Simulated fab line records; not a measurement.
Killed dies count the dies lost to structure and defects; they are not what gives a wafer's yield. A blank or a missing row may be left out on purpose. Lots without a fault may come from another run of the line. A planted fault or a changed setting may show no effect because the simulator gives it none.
fab line records	flow n5-finfet
[record] lots = 7	wafers = 21
route steps=1938 shown ZERO_LAYER@6 FIN_SAQP@94 DUMMY_GATE@224 SD_EPI_N@288
start-h: hours from the record's opening day to when the first of the lot's shown wafers began	wait-h: hours since the lot's step before	" as in the row above	L1.1+2: one row covering several wafers at once	- either no value or no given start	* or withheld: withheld	< > ~ a bound
route shown NAME@n: NAME is a module with steps in the file, n the number in the route of the first one	usual: mean and standard deviation over wafers with no fault	same: alike in all rows	chamber/n: place in a boat	sites: readings site by site	_std_site: the standard deviation of these	_edge_site: the outer-site mean with the inner-site mean subtracted	radius-mm: for every site, how far away it sits from the centre of the wafer	mask NAME#n: copy n	behind: the tool/chamber that last shaped the wafer	hold: why the lot went on hold/how many hours it stayed there/how the hold came to an end	device: which transistor (n, p or np) failed to switch	end of line: at the end of the route, the tests of the same wafers	a step with no rows: only its recipe	killed: dies that structure and defects cost at the first sort, which is not the same as the wafer's yield	map: per-die view of a wafer (x killed, . not killed, _ where there is no die)
set.NAME: the setting as run; set.NAME@STEP: as run at that earlier step	model.NAME: the simulator's own value behind a step, which no gauge read
lots where settings were altered on purpose, with a table for each step and a row for each wafer
[[steps]]
[step N5_ZERO_LAYER_COAT_05]
[recipe] spin-rpm = 1500	resist-thk-nm = 1000
lot.wafer	tool	chamber	start-h	wait-h	set.spin-rpm	model.coat_of_ZERO_LAYER_COAT_05.thk-nm
L074.3	litho-track-04	0	-	-	1500	1001
L074.4	"	0	"	"	1500	1000
L074.5	"	0	"	"	1500	1002
L075.1	litho-track-02	0	-	-	1500	991.9
L075.2	"	0	"	"	1500	993.5
L075.3	"	0	"	"	1587	966.7
L082.2	litho-track-02	0	-	-	1500	997.8
L082.4	"	0	"	"	1500	998.4
L082.6	"	0	"	"	1500	999.3
L089.1	litho-track-04	0	-	-	1500	998.1
L089.3	"	0	"	"	1378	1037
L089.4	"	0	"	"	1378	1038
L093.3	litho-track-02	0	-	-	1500	995.2
L093.4+6	"	0	"	"	1376	1043
L094.2	litho-track-04	0	-	-	1577	975.3
L094.3	"	0	"	"	1500	1002
L094.4	"	0	"	"	1577	975
L096.2	litho-track-03	0	-	-	1555	987.4
L096.4	"	0	"	"	1500	1005
L096.5	"	0	"	"	1555	987.7
[step N5_ZERO_LAYER_DEVELOP_10]
[recipe] develop-time-s = 60	rinse-liquid = diw	dry = air-spin	dev-temp-c = 21
lot.wafer	tool	chamber	start-h	wait-h	set.develop-time-s
L074.3+4+5	litho-track-04	0	-	-	60
L075.1+2+3	litho-track-02	0	-	-	60
L082.2+6	litho-track-04	0	-	-	60
L082.4	"	0	"	"	65.13
L089.1+4	litho-track-04	0	-	-	60
L089.3	"	0	"	"	50.08
L093.3+6	litho-track-02	0	-	-	60
L093.4	"	0	"	"	70.77
L094.2+3	litho-track-03	0	-	-	60
L094.4	"	0	"	"	68.39
L096.2+4+5	litho-track-04	0	-	-	47.16
[step N5_ZERO_LAYER_HARDBAKE_23]
[recipe] temp-c = 130	time-s = 120
[step N5_ZERO_LAYER_CD_MEAS_11]
[recipe] target-cd-nm = 2000	landing-energy-ev = 500	detector = se-inlens
[usual] cd-nm = 1999.6/1.6
lot.wafer	tool	chamber	start-h	wait-h	set.develop-time-s@ZERO_LAYER_DEVELOP_10	cd-nm
L074.3	cd-sem-03	0	12.64	-	60	1999.2
L074.4	"	0	"	"	60	1998.8
L074.5	"	0	"	"	60	1998.6
L075.1	cd-sem-02	0	18.64	-	60	1996.8
L075.2	"	0	"	"	60	1998.1
L075.3	"	0	"	"	60	1999.0
L082.2	cd-sem-03	0	60.64	-	60	2000.5
L082.4	"	0	"	"	65.13	2002.1
L082.6	"	0	"	"	60	2001.9
L089.1	cd-sem-02	0	102.64	-	60	2001.7
L089.3	"	0	"	"	50.08	1997.8
L089.4	"	0	"	"	60	2000.8
L093.3	cd-sem-02	0	126.64	-	60	2000.4
L093.4	"	0	"	"	70.77	2003.4
L093.6	"	0	"	"	60	1998.0
L094.2	cd-sem-01	0	132.64	-	60	2000.3
L094.3	"	0	"	"	60	2001.6
L094.4	"	0	"	"	68.39	2004.0
L096.2	cd-sem-02	0	144.77	-	47.16	1993.1
L096.4	"	0	"	"	47.16	1993.4
L096.5	"	0	"	"	47.16	1994.4
[step N5_ZERO_LAYER_DESCUM_16]
[recipe] chemistry = O2	time-s = 7.9	source-power-w = 50	bias-power-w = 20	pressure-mtorr = 20	rf-frequency-hz = 2.712e+07	temp-c = 40	o2-flow-sccm = 225
[step N5_ZERO_LAYER_ETCH_17]
[recipe] chemistry = CF4	target = SiO2	target-depth-a = 120	time-s = 13.3	ion-energy-ev = 350	pressure-mtorr = 40	source-w = 450	bias-w = 215	Ar_flow_sccm = 100	cf4-flow-sccm = 100
lot.wafer	tool	chamber	start-h	wait-h	set.spin-rpm@ZERO_LAYER_COAT_05	model.coat_of_ZERO_LAYER_COAT_05.thk-nm
L074.3	rie-diel-02	0	12.71	0.0	1500	971.6
L074.4	"	2	"	"	1500	970.6
L074.5	"	0	"	"	1500	972.1
L075.1	rie-diel-02	3	18.71	0.0	1500	962.3
L075.2	"	2	"	"	1500	963.6
L075.3	"	0	"	"	1587	937
L082.2	rie-diel-05	2	60.72	0.0	1500	968.2
L082.4	"	3	"	"	1500	968.7
L082.6	"	2	"	"	1500	969.7
L089.1	rie-diel-02	3	102.71	0.0	1500	968.7
L089.3+4	"	1,0	"	"	1378	1008
L093.3	rie-diel-06	1	126.71	0.0	1500	965.4
L093.4+6	"	0,1	"	"	1376	1013
L094.2	rie-diel-06	2	132.80	0.0	1577	945.5
L094.3	"	1	"	"	1500	972.1
L094.4	"	0	"	"	1577	945.1
L096.2	rie-diel-05	1	144.84	0.0	1555	957.9
L096.4	"	0	"	"	1500	975.6
L096.5	"	1	"	"	1555	958.1
[step N5_ZERO_LAYER_ETCH_18]
[recipe] chemistry = HBr/Cl2	target = Si	target-depth-a = 1200	time-s = 40	pressure-mtorr = 10	icp-w = 800	bias-w = 75	HBr_flow_sccm = 150	Cl2_flow_sccm = 80
[step N5_ZERO_LAYER_STRIP_24]
[recipe] chemistry = O2	power-w = 1000	temp-c = 250	overash-fraction = 0.3	pressure-mtorr = 1000	o2-flow-sccm = 6750
[usual] strip-time-to-endpoint-s = 43.80/0.1
lot.wafer	tool	chamber	start-h	wait-h	set.spin-rpm@ZERO_LAYER_COAT_05	strip-time-to-endpoint-s
L074.3	plasma-asher-01	1	12.91	0.1	1500	43.88
L074.4	"	0	"	"	1500	43.83
L074.5	"	0	"	"	1500	43.91
L075.1	plasma-asher-02	1	18.89	0.1	1500	43.59
L075.2	"	0	"	"	1500	43.63
L075.3	"	1	"	"	1587	42.86
L082.2	plasma-asher-01	0	60.90	0.1	1500	43.78
L082.4	"	1	"	"	1500	43.81
L082.6	"	1	"	"	1500	43.80
L089.1	plasma-asher-02	0	102.89	0.1	1500	43.78
L089.3	"	0	"	"	1378	44.97
L089.4	"	1	"	"	1378	45.01
L093.3	plasma-asher-01	0	126.91	0.1	1500	43.70
L093.4	"	1	"	"	1376	45.12
L093.6	"	1	"	"	1376	45.13
L094.2	plasma-asher-02	1	132.98	0.1	1577	43.11
L094.3	"	1	"	"	1500	43.88
L094.4	"	0	"	"	1577	43.11
L096.2	plasma-asher-01	1	145.02	0.1	1555	43.46
L096.4	"	0	"	"	1500	44.00
L096.5	"	1	"	"	1555	43.46
[step N5_FIN_SAQP_ALD_61]
[recipe] material = SiO2	target-thk-a = 40	temp-c = 300	ald-precursor-family = BDEAS	ald-co-reactant = O2-plasma	pulse-time-s = 1	purge-time-s = 2	co-reactant-purge-time-s = 2	ald-cycles = 43	pressure-torr = 2
lot.wafer	tool	chamber	start-h	wait-h	set.temp-c	model.SiO2_of_FIN_SAQP_ALD_61.thk-nm
L074.3+4	ald-sin-03	3,1	19.98	0.0	300	3.993
L074.5	"	2	"	"	300	3.994
L075.1	ald-sin-01	1	26.06	0.1	300	4.007
L075.2	"	0	"	"	300	3.971
L075.3	"	3	"	"	300	4.008
L082.2	ald-sin-01	3	68.04	0.0	300	4.009
L082.4	"	2	"	"	312.7	3.914
L082.6	"	0	"	"	312.7	3.925
L089.1	ald-sin-02	0	110.48	0.4	305.1	3.984
L089.3	"	1	"	"	305.1	3.986
L089.4	"	2	"	"	300	4.004
L093.3	ald-sin-01	2	133.78	0.0	312.6	3.934
L093.4	"	1	"	"	300	4.017
L093.6	"	0	"	"	300	4.018
L094.2	ald-sin-03	0	139.94	0.0	300	4.021
L094.3	"	2	"	"	312.7	3.943
L094.4	"	1	"	"	312.7	3.941
L096.2+5	ald-sin-02	2,1	152.21	0.0	300	3.98
L096.4	"	3	"	"	300	4.01
[step N5_FIN_SAQP_COAT_49]
[recipe] resist = SOC	temp-c = 250	time-s = 60	spin-rpm = 1500	resist-thk-nm = 100
lot.wafer	tool	chamber	start-h	wait-h	set.spin-rpm	model.SOC_of_FIN_SAQP_COAT_49.thk-nm
L074.3	litho-track-03	0	20.83	0.1	1500	99.44
L074.4	"	0	"	"	1500	99.42
L074.5	"	0	"	"	1500	99.71
L075.1	litho-track-03	0	26.89	0.1	1500	99.58
L075.2	"	0	"	"	1500	99.51
L075.3	"	0	"	"	1577	97.17
L082.2	litho-track-04	0	68.89	0.1	1500	100.2
L082.4	"	0	"	"	1500	100.1
L082.6	"	0	"	"	1344	106.1
L089.1	litho-track-03	0	111.32	0.1	1500	99.44
L089.3	"	0	"	"	1500	99.54
L089.4	"	0	"	"	1394	103.3
L093.3	litho-track-04	0	134.66	0.1	1639	96.21
L093.4	"	0	"	"	1639	95.81
L093.6	"	0	"	"	1500	100.1
L094.2	litho-track-03	0	140.79	0.1	1362	105.2
L094.3	"	0	"	"	1362	105.6
L094.4	"	0	"	"	1362	105.5
L096.2	litho-track-04	0	153.03	0.1	1408	103.4
L096.4	"	0	"	"	1500	100.3
L096.5	"	0	"	"	1500	100.5
[step N5_FIN_SAQP_COAT_50]
[recipe] resist = SiARC	temp-c = 220	time-s = 60	spin-rpm = 1500	resist-thk-nm = 35
[step N5_FIN_SAQP_COAT_10]
[recipe] resist = CAR-ArF	spin-rpm = 1500	resist-thk-nm = 90
[step N5_FIN_SAQP_DESCUM_21]
[recipe] chemistry = O2	time-s = 7.9	source-power-w = 50	bias-power-w = 20	pressure-mtorr = 20	rf-frequency-hz = 2.712e+07	temp-c = 40	resist = CAR-ArF	o2-flow-sccm = 225
[step N5_FIN_SAQP_ETCH_51]
[recipe] chemistry = CF4	target = SiARC	target-depth-a = 455	mask-material = CAR-ArF	time-s = 75.8	ion-energy-ev = 80	pressure-mtorr = 40	source-w = 545	bias-w = 36	Ar_flow_sccm = 100	cf4-flow-sccm = 100	ends = cleared
[step N5_FIN_SAQP_ETCH_52]
[recipe] chemistry = N2/H2	target = SOC	target-depth-a = 1000	overetch-a = 200	mask-material = SiARC	temp-c = 40	time-s = 150	ion-energy-ev = 200	pressure-mtorr = 30	source-w = 840	bias-w = 150	n2-flow-sccm = 200	h2-flow-sccm = 200	ends = end-point
lot.wafer	tool	chamber	start-h	wait-h	set.spin-rpm@FIN_SAQP_COAT_49	model.etch.depth-nm
L074.3	rie-diel-04	1	21.39	0.0	1500	99.44
L074.4	"	3	"	"	1500	99.42
L074.5	"	1	"	"	1500	99.71
L075.1	rie-diel-01	2	27.32	0.0	1500	99.58
L075.2	"	1	"	"	1500	99.51
L075.3	"	3	"	"	1577	97.17
L082.2	rie-diel-03	1	69.51	0.0	1500	100.2
L082.4	"	2	"	"	1500	100.1
L082.6	"	0	"	"	1344	106.1
L089.1	rie-diel-03	0	112.02	0.0	1500	99.44
L089.3	"	2	"	"	1500	99.54
L089.4	"	1	"	"	1394	103.3
L093.3	rie-diel-03	2	135.14	0.0	1639	96.21
L093.4	"	1	"	"	1639	95.81
L093.6	"	3	"	"	1500	100.1
L094.2	rie-diel-01	2	141.22	0.0	1362	105.2
L094.3	"	0	"	"	1362	105.6
L094.4	"	1	"	"	1362	105.5
L096.2	rie-diel-03	2	153.59	0.0	1408	103.4
L096.4	"	0	"	"	1500	100.3
L096.5	"	3	"	"	1500	100.5
[step N5_FIN_SAQP_STRIP_53]
[recipe] chemistry = N2/H2	temp-c = 40	n2-flow-sccm = 200	h2-flow-sccm = 200	rf-frequency-hz = 6e+07
[step N5_FIN_SAQP_HM_OPEN_73]
[recipe] chemistry = CHF3/O2	target = SiO2	stop-on = a-Si	target-depth-a = 120	over-etch-frac = 1.8	mask-material = SOC	time-s = 16.8	pressure-mtorr = 30	source-w = 650	bias-w = 170	Ar_flow_sccm = 200	CHF3_flow_sccm = 50	O2_flow_sccm = 5	ion-energy-ev = 200	ends = end-point
[step N5_FIN_SAQP_STRIP_74]
[recipe] chemistry = CHF3/O2	resist = SiARC	rf-frequency-hz = 6e+07
[step N5_FIN_SAQP_MANDREL_ETCH_22]
[recipe] target-depth-a = 600	chemistry = HBr/Cl2	target = a-Si	stop-on = SiNx	bt-time-s = 10	over-etch-frac = 0.5	time-s = 30	pressure-mtorr = 10	icp-w = 800	bias-w = 75	HBr_flow_sccm = 150	Cl2_flow_sccm = 80	ends = end-point
lot.wafer	tool	chamber	start-h	wait-h	set.spin-rpm@FIN_SAQP_COAT_49	model.SOC_of_FIN_SAQP_COAT_49.thk-nm
L074.3	rie-si-03	3	21.59	0.0	1500	75.35
L074.4	"	0	"	"	1500	75.64
L074.5	"	1	"	"	1500	75.84
L075.1	rie-si-06	2	27.51	0.0	1500	75.2
L075.2	"	1	"	"	1500	75.53
L075.3	"	0	"	"	1577	73.04
L082.2	rie-si-01	2	69.70	0.0	1500	76.44
L082.4	"	1	"	"	1500	76.39
L082.6	"	1	"	"	1344	82.37
L089.1	rie-si-06	3	112.21	0.0	1500	75.53
L089.3	"	2	"	"	1500	75.44
L089.4	"	1	"	"	1394	79.14
L093.3	rie-si-03	0	135.33	0.0	1639	72.64
L093.4	"	1	"	"	1639	72.09
L093.6	"	2	"	"	1500	76.33
L094.2+3	rie-si-03	1,3	141.41	0.0	1362	81.28
L094.4	"	0	"	"	1362	81.69
L096.2	rie-si-01	3	153.79	0.0	1408	79.32
L096.4	"	0	"	"	1500	76.03
L096.5	"	2	"	"	1500	76.81
[step N5_FIN_SAQP_COAT_68]
[recipe] resist = SOC	temp-c = 250	time-s = 60	spin-rpm = 1500	resist-thk-nm = 100
lot.wafer	tool	chamber	start-h	wait-h	set.spin-rpm	model.SOC_of_FIN_SAQP_COAT_68.thk-nm
L074.3	litho-track-04	0	24.04	0.2	1500	99.6
L074.4	"	0	"	"	1500	99.8
L074.5	"	0	"	"	1500	100
L075.1+3	litho-track-04	0	29.89	0.3	1442	102
L075.2	"	0	"	"	1500	99.8
L082.2+4	litho-track-04	0	72.08	0.3	1500	100
L082.6	"	0	"	"	1643	95.2
L089.1+4	litho-track-01	0	115.45	0.3	1558	98.2
L089.3	"	0	"	"	1558	98
L093.3	litho-track-03	0	137.71	0.2	1437	102.6
L093.4	"	0	"	"	1437	102.4
L093.6	"	0	"	"	1500	100.4
L094.2	litho-track-01	0	144.18	0.3	1500	99.6
L094.3	"	0	"	"	1500	99.8
L094.4	"	0	"	"	1374	104.2
L096.2	litho-track-04	0	156.81	0.3	1500	100.4
L096.4	"	0	"	"	1358	105.8
L096.5	"	0	"	"	1358	105.6
[step N5_DUMMY_GATE_COAT_28]
[recipe] resist = underlayer	temp-c = 205	time-s = 60	spin-rpm = 1500	resist-thk-nm = 10
lot.wafer	tool	chamber	start-h	wait-h	set.spin-rpm	model.underlayer_of_DUMMY_GATE_COAT_28.thk-nm
L074.3+4+5	litho-track-03	0	-	-	1500	10
L075.1	litho-track-03	0	-	-	1500	10
L075.2+3	"	0	"	"	1341	10.6
L082.2+4+6	litho-track-03	0	-	-	1500	10
L089.1+3+4	litho-track-04	0	-	-	1500	10
L093.3	litho-track-04	0	-	-	1650	9.6
L093.4+6	"	0	"	"	1500	10
L094.2+4	litho-track-03	0	-	-	1549	9.8
L094.3	"	0	"	"	1500	10
L096.2+4+5	litho-track-03	0	-	-	1500	10
[step N5_DUMMY_GATE_DESCUM_20]
[recipe] chemistry = O2	time-s = 6.2	source-power-w = 50	bias-power-w = 20	pressure-mtorr = 20	rf-frequency-hz = 2.712e+07	temp-c = 40	resist = CAR-EUV	o2-flow-sccm = 225
lot.wafer	tool	chamber	start-h	wait-h	set.time-s	model.CAR-EUV_of_DUMMY_GATE_COAT_09.thk-nm
L074.3	rie-diel-06	0	44.42	0.1	6.2	26.4
L074.4+5	"	2,1	"	"	6.2	26.2
L075.1+2+3	rie-diel-05	1,0,3	50.62	0.0	6.2	26.4
L082.2	rie-diel-06	3	93.12	0.0	5.484	26.8
L082.4+6	"	1,2	"	"	5.484	26.6
L089.1	rie-diel-02	1	137.77	0.0	6.2	26.4
L089.3	"	0	"	"	5.201	26.8
L089.4	"	2	"	"	5.201	27
L093.3+4+6	rie-diel-05	3,1,3	164.29	0.0	6.2	26.6
L094.2+4	rie-diel-05	0,2	167.09	0.0	5.735	26.6
L094.3	"	1	"	"	6.2	26.4
L096.2	rie-diel-06	2	177.52	0.0	6.2	26.4
L096.4+5	"	1,0	"	"	7.581	25.8
[step N5_SD_EPI_N_EPI_21]
[recipe] material = Si:P	dopant = P	temp-c = 680	pressure-torr = 255	time-s = 690
lot.wafer	tool	chamber	start-h	wait-h	set.temp-c	model.Si-P_of_SD_EPI_N_EPI_21.thk-nm
L074.3+5	epi-rpcvd-03	0	49.52	0.9	680	58.4
L074.4	"	0	"	"	680	58.6
L075.1	epi-rpcvd-03	0	54.71	0.1	680	60
L075.2	"	0	"	"	680	59.6
L075.3	"	0	"	"	675.3	55.6
L082.2	epi-rpcvd-01	0	97.20	0.4	678.4	57.8
L082.4	"	0	"	"	680	59.4
L082.6	"	0	"	"	680	60
L089.1+4	epi-rpcvd-01	0	142.08	0.2	680	58.8
L089.3	"	0	"	"	675.8	55
L093.3	epi-rpcvd-04	0	168.65	0.7	683.5	63.4
L093.4	"	0	"	"	680	59.6
L093.6	"	0	"	"	683.5	62.2
L094.2	epi-rpcvd-03	0	171.32	0.4	680	59.4
L094.3	"	0	"	"	680	59.2
L094.4	"	0	"	"	680	58.2
L096.2	epi-rpcvd-04	0	182.78	0.4	680	59
L096.4+5	"	0	"	"	680	59.2
[step N5_SD_EPI_N_EPI_MEAS_23]
[recipe] mode = xrd
[usual] thk-nm = 59.1/1.1
lot.wafer	tool	chamber	start-h	wait-h	set.temp-c@SD_EPI_N_EPI_21	thk-nm
L074.3	film-metro-01	-	51.19	1.3	680	57.8
L074.4	"	-	"	"	680	58.7
L074.5	"	-	"	"	680	58.3
L075.1	film-metro-01	-	56.43	1.4	680	56.9
L075.2	"	-	"	"	680	58.1
L075.3	"	-	"	"	675.3	54.4
L082.2	film-metro-01	-	98.64	1.2	678.4	58.2
L082.4	"	-	"	"	680	60.7
L082.6	"	-	"	"	680	59.5
L089.1	film-metro-02	-	144.36	1.9	680	59.2
L089.3	"	-	"	"	675.8	54.2
L089.4	"	-	"	"	680	59.2
L093.3	film-metro-02	-	169.82	0.9	683.5	62.4
L093.4	"	-	"	"	680	58.7
L093.6	"	-	"	"	683.5	63.4
L094.2	film-metro-02	-	172.76	1.2	680	59.0
L094.3	"	-	"	"	680	58.0
L094.4	"	-	"	"	680	58.4
L096.2	film-metro-01	-	184.23	1.2	680	58.6
L096.4	"	-	"	"	680	60.7
L096.5	"	-	"	"	680	59.5
[[key]]
[split] step = N5_ZERO_LAYER_COAT_05	setting = spin-rpm	stated = 1500	by = wafer
[response] step = N5_ZERO_LAYER_COAT_05	reading = model.coat_of_ZERO_LAYER_COAT_05.thk-nm	change = -5.15	per = 1%	r = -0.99
[response] step = N5_ZERO_LAYER_ETCH_17	reading = model.coat_of_ZERO_LAYER_COAT_05.thk-nm	change = -5.13	per = 1%	r = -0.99
[response] step = N5_ZERO_LAYER_STRIP_24	reading = strip-time-to-endpoint-s	change = *	per = 1%	r = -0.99
[split] step = N5_ZERO_LAYER_DEVELOP_10	setting = develop-time-s	stated = 60	by = wafer
[response] step = N5_ZERO_LAYER_CD_MEAS_11	reading = cd-nm	change = +0.211	per = 1%	r = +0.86
[split] step = N5_FIN_SAQP_ALD_61	setting = temp-c	stated = 300	by = wafer
[response] step = N5_FIN_SAQP_ALD_61	reading = model.SiO2_of_FIN_SAQP_ALD_61.thk-nm	change = -0.0194	per = 1%	r = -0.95
[split] step = N5_FIN_SAQP_COAT_49	setting = spin-rpm	stated = 1500	by = wafer
[response] step = N5_FIN_SAQP_COAT_49	reading = model.SOC_of_FIN_SAQP_COAT_49.thk-nm	change = -0.511	per = 1%	r = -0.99
[response] step = N5_FIN_SAQP_ETCH_52	reading = model.etch.depth-nm	change = -0.511	per = 1%	r = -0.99
[response] step = N5_FIN_SAQP_MANDREL_ETCH_22	reading = model.SOC_of_FIN_SAQP_COAT_49.thk-nm	change = -0.501	per = 1%	r = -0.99
[split] step = N5_FIN_SAQP_COAT_68	setting = spin-rpm	stated = 1500	by = wafer
[response] step = N5_FIN_SAQP_COAT_68	reading = model.SOC_of_FIN_SAQP_COAT_68.thk-nm	change = -0.533	per = 1%	r = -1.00
[split] step = N5_DUMMY_GATE_COAT_28	setting = spin-rpm	stated = 1500	by = wafer
[response] step = N5_DUMMY_GATE_COAT_28	reading = model.underlayer_of_DUMMY_GATE_COAT_28.thk-nm	change = -0.0494	per = 1%	r = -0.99
[split] step = N5_DUMMY_GATE_DESCUM_20	setting = time-s	stated = 6.2	by = wafer
[response] step = N5_DUMMY_GATE_DESCUM_20	reading = model.CAR-EUV_of_DUMMY_GATE_COAT_09.thk-nm	change = -0.0282	per = 1%	r = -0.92
[split] step = N5_SD_EPI_N_EPI_21	setting = temp-c	stated = 680	by = wafer
[response] step = N5_SD_EPI_N_EPI_21	reading = model.Si-P_of_SD_EPI_N_EPI_21.thk-nm	change = +6.23	per = 1%	r = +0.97
[response] step = N5_SD_EPI_N_EPI_MEAS_23	reading = thk-nm	change = *	per = 1%	r = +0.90
